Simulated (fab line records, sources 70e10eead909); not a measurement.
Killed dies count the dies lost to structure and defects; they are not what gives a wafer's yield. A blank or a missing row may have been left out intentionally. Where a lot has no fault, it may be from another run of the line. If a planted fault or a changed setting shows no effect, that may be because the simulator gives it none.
fab line records	flow nand_harc
record: lots: 6	wafers: 18	last_day: 33
route steps=1302 shown P_ZERO_WELL@60 P_STI@69 END@1302
lots that met no fault: from a run of the same line without faults
start_h: the number of hours between the record's first day and the start of the first shown wafer of the lot	wait_h: time in hours since the lot's previous step	" unchanged from the row above	L1.1+2: a single row standing in for several wafers	- no value, or no start was given	* or withheld: withheld	< > ~ a bound
route shown NAME@n: NAME is a module with steps in the file, n the number in the route of the first one	usual: mean/standard deviation taken from wafers without a fault	same: alike in all rows	chamber/n: place in a boat	sites: each site's reading	_std_site: their standard deviation	_edge_site: mean of outer sites minus mean of inner sites	radius_mm: for every site, how far away it sits from the centre of the wafer	mask NAME#n: copy n	behind: the last tool/chamber to shape the wafer	hold: what put the lot on hold/how long, in hours/how the hold closed	device: names the non-switching transistor (n, p or np)	end of line: tests run on the same wafers once the route is complete	for a step that has no rows: nothing shown but its recipe	killed: dies that structure and defects cost at the first sort, which is not the same as the wafer's yield	map: per-die view of a wafer (x killed, . not killed, _ where there is no die)
set.NAME: setting as actually run; set.NAME@STEP: the setting as run at that earlier step	model.NAME: the simulator's own value behind a step, which no gauge read
lots at some steps of the route; a table a step, a row a wafer
services: from which hour (start_h, from the record's first day; less than 0 if before it) a tool's chamber was out of use, for how many hours, and why
== steps ==
step: NHARC_P_ZERO_WELL_HARDBAKE_53
recipe: temp_c: 125	time_s: 80
step: NHARC_P_ZERO_WELL_DESCUM_54
recipe: time_s: 3	o2_flow_sccm: 200	ar_flow_sccm: 0	bias_power_w: 0	chemistry: O2
usual: chamber_pressure_mTorr: 60.00/0.053	drypump_motor_current_A: 5.7/0.51	oes_product_au: 1.001/0.0098	rf_vpp_V: 57.9/0.86	showerhead_plenum_p_Torr: 1.92/0.057	throttle_valve_pct: 11.311/0.0083
same: time_s: 3
lot.wafer	tool	chamber	start_h	wait_h	chamber_pressure_mTorr	drypump_motor_current_A	oes_product_au	rf_hours_counter_h	rf_vpp_V	showerhead_plenum_p_Torr	throttle_valve_pct
L850.1	rie_diel-02	2	96.12	-	60.00	6.3	1.015	18	57.5	1.92	11.308
L850.2	"	0	"	"	60.03	5.1	1.014	16	58.3	1.96	11.308
L850.6	"	0	"	"	59.97	5.1	1.006	-	58.2	1.96	11.294
L853.1	rie_diel-13	0	125.94	-	59.97	5.6	0.991	39	59.0	2.02	11.322
L853.2	"	1	"	"	59.92	5.6	0.988	38	57.3	1.85	11.304
L853.5	"	3	"	"	60.06	6.3	0.986	-	56.0	1.97	11.301
L856.1	rie_diel-02	3	156.12	-	59.92	5.2	0.991	18	58.4	1.90	11.323
L856.4	"	1	"	"	60.08	6.3	0.991	39	57.6	1.98	11.301
L856.6	"	0	"	"	59.96	5.1	1.018	-	58.6	1.96	11.315
L857.2	rie_diel-11	3	166.17	-	60.04	6.1	0.987	22	57.7	1.81	11.325
L857.5	"	1	"	"	60.00	5.6	1.000	-	57.7	1.95	11.308
L857.6	"	2	"	"	59.99	5.6	0.991	-	57.8	1.98	11.313
L865.2	rie_diel-11	3	246.09	-	60.04	6.1	0.996	47	57.8	1.80	11.305
L865.4	"	1	"	"	60.04	5.7	0.996	61	57.4	1.94	11.319
L865.5	"	2	"	"	60.00	5.5	1.002	-	58.1	1.97	11.303
L866.2	rie_diel-13	2	255.97	-	60.05	5.0	1.005	26	58.9	1.92	11.304
L866.3	"	0	"	"	60.05	5.6	0.981	14	57.8	2.01	11.323
L866.6	"	2	"	"	60.08	5.0	1.005	-	58.3	1.92	11.297
step: NHARC_P_ZERO_WELL_IMPLANT_55
recipe: energy_kev: 180	dose_cm2: 8e+11	tilt_deg: 7
step: NHARC_P_ZERO_WELL_IMPLANT_61
recipe: energy_kev: 30	dose_cm2: 5e+11	tilt_deg: 7
step: NHARC_P_ZERO_WELL_STRIP_56
recipe: time_s: 840	temp_c: 130	chemistry: SPM
step: NHARC_P_ZERO_WELL_PRECLEAN_68
recipe: time_s: 60	temp_c: 50	bath_age_min: 0	chemistry: SC1
step: NHARC_P_ZERO_WELL_SRD_69
step: NHARC_P_ZERO_WELL_RTA_42
recipe: temp_c: 1100	time_s: 300
usual: lamp_power_pct: 38/3.7	lamp_zone_5_pct: 38/3.7	lamp_zone_6_pct: 38/3.7	lamp_zone_7_pct: 38/3.8	wafer_temp_C_max: 1106.0/2.6
same: time_s: 300
lot.wafer	tool	chamber	start_h	wait_h	lamp_power_pct	lamp_zone_5_pct	lamp_zone_6_pct	lamp_zone_7_pct	wafer_temp_C_max
L850.1	rtp_anneal-01	0	97.12	-	33	33	33	33	1102.9
L850.2	"	0	"	"	33	33	33	33	1103.1
L850.6	"	0	"	"	33	33	33	33	1102.0
L853.1	rtp_anneal-02	0	126.89	-	41	41	41	41	1112.5
L853.2	"	0	"	"	41	41	41	41	1108.1
L853.5	"	0	"	"	41	41	41	41	1109.4
L856.1	rtp_anneal-01	0	157.11	-	33	33	33	33	1102.0
L856.4	"	0	"	"	33	33	33	33	1102.8
L856.6	"	0	"	"	33	33	33	33	1101.6
L857.2	rtp_anneal-02	0	167.23	-	41	41	41	41	1108.9
L857.5	"	0	"	"	41	41	41	41	1106.7
L857.6	"	0	"	"	41	41	41	41	1109.8
L865.2	rtp_anneal-02	0	247.19	-	41	41	41	41	1108.5
L865.4	"	0	"	"	41	41	41	41	1106.9
L865.5	"	0	"	"	41	41	41	41	1107.9
L866.2	rtp_anneal-01	0	257.06	-	33	33	33	33	1103.5
L866.3	"	0	"	"	33	33	33	33	1102.7
L866.6	"	0	"	"	33	33	33	33	1104.7
step: NHARC_P_ZERO_WELL_INSPECT_43
usual: raw_defect_count: 13/4.8
lot.wafer	tool	chamber	start_h	wait_h	raw_defect_count
L850.1	defect_inspect-02	-	97.78	0.6	14
L850.2	"	-	"	"	19
L850.6	"	-	"	"	6
L853.1	defect_inspect-01	-	127.57	0.6	13
L853.2	"	-	"	"	11
L853.5	"	-	"	"	10
L856.1	defect_inspect-01	-	157.79	0.6	9
L856.4	"	-	"	"	8
L856.6	"	-	"	"	14
L857.2	defect_inspect-02	-	167.79	0.5	11
L857.5	"	-	"	"	9
L857.6	"	-	"	"	18
L865.2	defect_inspect-02	-	247.76	0.5	17
L865.4	"	-	"	"	14
L865.5	"	-	"	"	11
L866.2	defect_inspect-01	-	257.63	0.5	26
L866.3	"	-	"	"	9
L866.6	"	-	"	"	8
step: NHARC_P_STI_ETCH_26
recipe: target_depth_a: 110	chemistry: dHF	material: SiO2
step: NHARC_P_STI_PRECLEAN_27
recipe: time_s: *	temp_c: 50	bath_age_min: 0	chemistry: SC1
step: NHARC_P_STI_SRD_28
step: NHARC_P_STI_OXIDE_29
recipe: target_thk_a: 100	temp_c: 900	ox_time_s: 1362	material: SiO2
usual: spike_tc_bottom_C: 918.2/2.5
lot.wafer	tool	chamber	start_h	wait_h	spike_tc_bottom_C
L850.1	furnace-01	0	102.49	-	914.8
L850.2	"	0	"	"	915.3
L850.6	"	0	"	"	916.2
L853.1	furnace-04	0	132.99	-	919.5
L853.2	"	0	"	"	916.8
L853.5	"	0	"	"	919.7
L856.1	furnace-04	0	162.15	-	918.4
L856.4	"	0	"	"	919.0
L856.6	"	0	"	"	917.4
L857.2	furnace-04	0	171.24	-	919.0
L857.5	"	0	"	"	919.2
L857.6	"	0	"	"	919.5
L865.2	furnace-01	0	253.46	-	914.2
L865.4	"	0	"	"	914.0
L865.5	"	0	"	"	915.5
L866.2	furnace-01	0	267.46	-	914.6
L866.3	"	0	"	"	913.9
L866.6	"	0	"	"	917.3
step: NHARC_P_STI_HM_DEP_30
recipe: target_thk_a: 800	temp_c: 790	pressure_mtorr: 300	time_s: 873	material: Si3N4
step: NHARC_P_STI_DEHYDRATE_01
recipe: temp_c: 150	time_s: 120
step: NHARC_P_STI_HMDS_02
recipe: time_s: 30
step: NHARC_P_STI_COAT_41
recipe: temp_c: 200	time_s: 65
step: NHARC_P_STI_COAT_03
recipe: spin_rpm: 2000	resist_thk_nm: 600
step: NHARC_P_STI_SOFTBAKE_04
recipe: temp_c: 125	time_s: 70
step: NHARC_P_STI_EBR_05
step: NHARC_P_STI_EXPOSE_06
recipe: na: 0.55	target_cd_nm: 200	dose_mj: 37.69	mask_id: P_STI
step: NHARC_P_STI_PEB_07
recipe: peb_temp_c: 128	peb_time_s: 80
step: NHARC_P_STI_DEVELOP_08
recipe: time_s: 50	dev_temp_c: 22
step: NHARC_P_STI_CD_MEAS_09
recipe: target_cd_nm: 200	landing_energy_ev: 500
usual: cd_nm: 199.9/2.5
lot.wafer	tool	chamber	start_h	wait_h	cd_nm
L850.1	cd_sem-03	0	113.75	-	194.9
L850.2	"	0	"	"	197.1
L850.6	"	0	"	"	196.1
L853.1	cd_sem-03	0	144.12	-	197.3
L853.2	"	0	"	"	197.1
L853.5	"	0	"	"	197.1
L856.1	cd_sem-03	0	173.48	-	199.6
L856.4	"	0	"	"	201.7
L856.6	"	0	"	"	197.7
L857.2	cd_sem-03	0	182.48	-	195.5
L857.5	"	0	"	"	197.4
L857.6	"	0	"	"	199.0
L865.2	cd_sem-02	0	264.81	-	201.3
L865.4	"	0	"	"	202.2
L865.5	"	0	"	"	202.1
L866.2	cd_sem-01	0	280.41	-	197.8
L866.3	"	0	"	"	199.4
L866.6	"	0	"	"	199.5
step: NHARC_P_STI_OVL_MEAS_10
usual: overlay_x_nm: 2/6.1	overlay_y_nm: 0/5
lot.wafer	tool	chamber	start_h	wait_h	overlay_x_nm	overlay_y_nm
L850.1	overlay-02	-	113.84	-	9	1
L850.2	"	-	"	"	9	1
L850.6	"	-	"	"	9	1
L853.1	overlay-02	-	144.21	-	-2	0
L853.2	"	-	"	"	-3	0
L853.5	"	-	"	"	-2	0
L856.1	overlay-02	-	173.57	-	-3	0
L856.4	"	-	"	"	-3	0
L856.6	"	-	"	"	-3	0
L857.2	overlay-02	-	182.57	-	-4	0
L857.5	"	-	"	"	-4	0
L857.6	"	-	"	"	-4	0
L865.2	overlay-02	-	264.89	-	2	-13
L865.4	"	-	"	"	3	-12
L865.5	"	-	"	"	3	-12
L866.2	overlay-01	-	280.50	-	0	7
L866.3	"	-	"	"	0	7
L866.6	"	-	"	"	1	7
step: NHARC_P_STI_INSPECT_11
usual: raw_defect_count: 6/3.7
lot.wafer	tool	chamber	start_h	wait_h	raw_defect_count
L850.1	defect_inspect-01	-	113.87	0.0	7
L850.2	"	-	"	"	1
L850.6	"	-	"	"	1
L853.1	defect_inspect-01	-	144.25	0.0	4
L853.2	"	-	"	"	5
L853.5	"	-	"	"	7
L856.1	defect_inspect-01	-	173.60	0.0	1300
L856.4	"	-	"	"	1381
L856.6	"	-	"	"	1346
L857.2	defect_inspect-01	-	182.60	0.0	1286
L857.5	"	-	"	"	1355
L857.6	"	-	"	"	1333
L865.2	defect_inspect-01	-	264.93	0.0	1
L865.4	"	-	"	"	5
L865.5	"	-	"	"	5
L866.2	defect_inspect-01	-	280.54	0.0	6
L866.3	"	-	"	"	6
L866.6	"	-	"	"	3
step: NHARC_P_STI_HARDBAKE_13
recipe: temp_c: 118	time_s: 65
step: NHARC_END_SORT_01
recipe: temp_c: 25
usual: killed_at_array: 54/17	killed_at_other: 1.0/1.4	killed_at_periphery: 3.6/2.1	killed_dies: 58/17	killed_open: 3.2/2	killed_short: 2.5/1.5
same: gross_dies: 677
lot.wafer	tool	chamber	start_h	wait_h	killed_at_array	killed_at_other	killed_at_periphery	killed_dies	killed_open	killed_short
L856.1	prober-02	0	695.95	2.5	41	0	545	586	1	1
L856.4	prober-02	0	698.41	3.5	27	1	556	584	3	0
L856.6	prober-02	0	700.05	4.1	34	0	546	580	1	1
L857.2	prober-02	0	711.74	2.8	29	0	551	580	5	0
L857.5	prober-02	0	714.11	3.7	31	0	562	593	1	2
L857.6	prober-02	0	714.90	4.0	18	0	563	581	0	1
killed by level:class
L856.1 P_STI:unspecified=545 A_CHANNEL_HOLE_D2:chamber_film_flake=16 A_CHANNEL_HOLE_D1:chamber_film_flake=16 A_SGD_CUT:chamber_film_flake=2 A_WL_FILL:chamber_film_flake=2 A_ONON_D2:geometric_particle:open=1 A_WL_FILL:geometric_particle:short=1 A_CHANNEL_FILL_D2:chamber_film_flake=1
L856.4 P_STI:unspecified=554 A_CHANNEL_HOLE_D1:chamber_film_flake=18 A_CHANNEL_HOLE_D2:chamber_film_flake=7 P_M0:geometric_particle:open=1 A_CONTACT:geometric_particle:open=1 P_ZERO_WELL:chamber_film_flake=1 STARTING-WAFER:geometric_particle:open=1 A_SGD_CUT:chamber_film_flake=1
L856.6 P_STI:unspecified=545 A_CHANNEL_HOLE_D1:chamber_film_flake=16 A_CHANNEL_HOLE_D2:chamber_film_flake=10 A_SGD_CUT:chamber_film_flake=2 A_CHANNEL_FILL_D2:chamber_film_flake=2 P_CONTACT:geometric_particle:short=1 A_STAIRCASE:geometric_particle:open=1 A_SLIT:chamber_film_flake=1
L857.2 P_STI:unspecified=548 A_SLIT:chamber_film_flake=19 A_CHANNEL_HOLE_D1:chamber_film_flake=6 P_CONTACT:geometric_particle:open=1 P_M0:geometric_particle:open=1 P_M1:geometric_particle:open=1 A_ONON_D2:geometric_particle:open=1 A_BLC:geometric_particle:open=1
L857.5 P_STI:unspecified=561 A_SLIT:chamber_film_flake=21 A_CONTACT:chamber_film_flake=3 A_STAIRCASE:chamber_film_flake=2 A_ONON_D1:geometric_particle:short=1 A_M0:geometric_particle:open=1 A_M1:geometric_particle:short=1 P_STI:chamber_film_flake=1
L857.6 P_STI:unspecified=562 A_SLIT:chamber_film_flake=13 A_CHANNEL_HOLE_D1:chamber_film_flake=2 A_CONTACT:chamber_film_flake=2 A_CHANNEL_HOLE_D1:geometric_particle:short=1 P_STI:chamber_film_flake=1
map L856.1 (x killed, . not)
____________.____________
_________.xx.xxx_________
_______xxxxxx.xxxx_______
______xxxxxxxxxxxxx______
_____xxxxxxxxxxxxxxx_____
____xxxxxxxxxxx..x.xx____
____.x.xxxxxxxxxxx.xx____
___.xxxxxx.xxxxxx.xxxx___
___xxxxxxxxxx.xx.xxxxx___
__xxxxxxxxxxxxxxx.xxxx.__
__xxxx..xxxxxxxxxxxxxxx__
_xxxxxxxxxx.xxxxxxx.xxxx_
_x.xxxxxxxx.xxxxxxxxxxxx_
_xxxxx.xxxxxxxxxxxxxxxxx_
_.xxxxxxxx.xxxxxxxxxxxxx_
_xxxxx.xxxx.xxxxxxxxxxxx_
xxxxxxxxxxxxxxx.xxxxx..x.
xxxxxxxxxxxx.xxxxxxxxxxxx
xxxxxxxxx..xxx.xxxxxxxxxx
xx.x.xxxxx.xxxxxxx.xxxxxx
xxxxxxxx.xxxxxx.xx.xxx.xx
_xxxxxxxx.x.xxxxxxx.xxxx_
_xxxxxxx..xx.xxxxxxx.xx._
_xx.xxxxxxxxxxxxxxxxx.xx_
_x.xxx.xxxx.xxxxxx.xxxx._
_xxxxxxxxxxx.xx.x...xxxx_
__x.xxx.xx.xxx.xxxxxxxx__
__xxxx.xxxxxxx.xxxxx.xx__
___xx...xxxxx..xx..xxx___
___xxxxxxxxxxxxxxxxxxx___
____xxxxxxxxxxx.xxx.x____
____xx.xxxxxxxxxxxx.x____
_____.xxx.x.xxxxxx.x_____
______xxxxxxxxx.xx.______
_______xxx.xx..xxx_______
_________xxxxxxx_________
____________x____________
map L857.5 (x killed, . not)
____________x____________
_________.xxxxxx_________
_______xxxxx.xxxxx_______
______xxxxxxxxxxxxx______
_____x..xxxx.xxxxx.x_____
____xxxxxxxxxxxxxxx.x____
____x.xx.xxx.x.xxxx.x____
___x.xxxxxxxx.xxxxxxxx___
___x.xxxxxxxx.x.xxxxxx___
__xxxxxx.xxxxxxxxxxxxxx__
__xx.xxxxxxxxxxxxxxxxxx__
_xxxxxxxx.xxxxxxxxxxx.xx_
_xxxxxx.xxxxxxxxxxxxxxxx_
_x.xxxxxxxxx.xxxxxxxxx.x_
_x.xxxxxx.xxxxxxxxxxxxxx_
_.x.xxxxx.x.xxxxxxxxxxxx_
x.xxxxxxxxxx.xxxxx..xxxxx
xxxxxxxx.x.xx.xxxxxx..x.x
xxx.xx.xxxxxxxxxxxxxx.xx.
x.xx..xxxxx.xxxxxxxxxxxxx
xxxxxxxxxxxx.xxxxxxxxxxxx
_xxx.xxx.xxxxxxxx.xxxxxx_
_xxxxxxxxxxxxxxxx.xxxxxx_
_xxxxxxxxxxxxxxxx.xxxxxx_
_xxxxxxxxxxx.xxxxx.x.xxx_
_xxxx..xxx..xxxxxxxxxxxx_
__xxxx.xx.xxxxxxx.xxxxx__
__xx.xxxxxxxxxxxxxxxxx.__
___xxxx.xxxxxx.xxxxxxx___
___x.xxxxxxx.xxxx..x.x___
____xxxxxxxxxxxxxxxxx____
____xxxxxxxxxxxxxxxxx____
_____.xxx.xxxxxxxxxx_____
______x.xxxx.xxxxxx______
_______xx...xxxx.._______
_________xxxx.xx_________
____________x____________
== services ==
tool	chamber	start_h	hours	kind
rie_diel-02	0	74.30	-	clean
rie_diel-02	1	74.30	-	clean
rie_diel-02	2	74.30	-	clean
rie_diel-02	3	74.30	-	clean
rie_diel-11	-	78.51	9.0	pm
rie_diel-11	0	78.51	9.0	vent_cycle
rie_diel-11	1	78.51	9.0	vent_cycle
rie_diel-11	2	78.51	9.0	vent_cycle
rie_diel-11	3	78.51	9.0	vent_cycle
rie_diel-11	0	87.51	-	clean
rie_diel-11	1	87.51	-	clean
rie_diel-11	2	87.51	-	clean
rie_diel-13	3	89.93	6.5	repair
rie_diel-02	3	94.89	44.7	repair
rie_diel-11	-	112.38	2.5	repair
rie_diel-13	-	166.95	9.0	pm
rie_diel-11	3	184.88	1.4	repair
rie_diel-13	0	201.57	30.4	repair
furnace-01	-	208.37	26.0	pm
rie_diel-02	2	211.09	14.7	repair
rie_diel-02	-	216.87	9.0	pm
rie_diel-02	2	240.20	3.8	repair
furnace-04	-	251.98	40.2	repair
rie_diel-11	-	255.60	9.0	pm
== key ==
first_sign: step: NHARC_P_STI_INSPECT_11	reading: raw_defect_count	direction: up	sigmas: 99+	usual: 6	struck: 1334
effect: step: NHARC_END_SORT_01	reading: killed_at_periphery	direction: up	sigmas: 99+	usual: 3.6	struck: 553.8
more_kills_born_at: NHARC_P_STI_OXIDE_29@furnace-04: 3315
met_at NHARC_P_STI_OXIDE_29
struck_wafers L856.1,L856.4,L856.6,L857.2,L857.5,L857.6
tester_left_out L856,L857
onset_between 132.99 162.15
fault: kind: chamber_particle_source	tool: furnace-04	chamber: -	onset_h: 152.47	steps: NHARC_P_STI_OXIDE_29	rate_per_visit_cm2: 2.0555	end_h: 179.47
tester_left_out: of these lots the tester's yield and bins aren't shown, on N5 and GAA mostly nor the transistor test; their killed dies are dies lost to structure and defects alone, not to doping, threshold or leakage, so they don't give the yield
